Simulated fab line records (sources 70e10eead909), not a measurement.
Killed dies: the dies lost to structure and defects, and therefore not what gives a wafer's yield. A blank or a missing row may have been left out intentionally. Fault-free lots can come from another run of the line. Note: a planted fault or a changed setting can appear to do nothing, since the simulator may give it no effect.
Chamber matching    flow nand_harc    NHARC_A_STAIRCASE_ETCH_271 on rie_diel-13 has 4 sister chambers
The step etches the open film in CF4/CHF3. 4 wafers are shown with their chamber, then 9 later ones without.

WAFERS WITH THEIR CHAMBER
wafer   chamber  showerhead_plenum_p_Torr (Torr)
L086.3  0        1.62
L086.6  1        1.61
L089.4  2        1.51
L089.6  3        1.57

WAFERS WITHOUT THEIR CHAMBER
wafer   showerhead_plenum_p_Torr (Torr)
L091.2  1.61
L091.3  1.57
L091.6  1.61
L094.1  1.61
L094.2  1.51
L094.4  1.60
L097.2  1.61
L097.4  1.57
L097.5  1.50

CHAMBER TAKEN BY EACH
wafer    from the rows above   in truth
L091.2   1                     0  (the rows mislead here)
L091.3   3                     3
L091.6   1                     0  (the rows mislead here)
L094.1   1                     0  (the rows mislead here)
L094.2   2                     2
L094.4   1                     1
L097.2   1                     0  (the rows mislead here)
L097.4   3                     3
L097.5   2                     2
Correct placement for 5 of the 9. Can't be placed from these rows: 0. Wrongly placed: 4.
How it was worked out, from the rows above alone: a wafer's distance from a chamber is the root of the sum, over the readings, of the square of ((its reading less the chamber's mean) divided by the reading's scatter). If the next closest chamber is less than 2 further off than the closest, the wafer can't be placed; otherwise it belongs to the closest. A chamber's mean is the mean of its shown wafers. The scatter: root of mean squared gap, hidden wafer to nearest shown wafer, with one shown wafer a chamber.
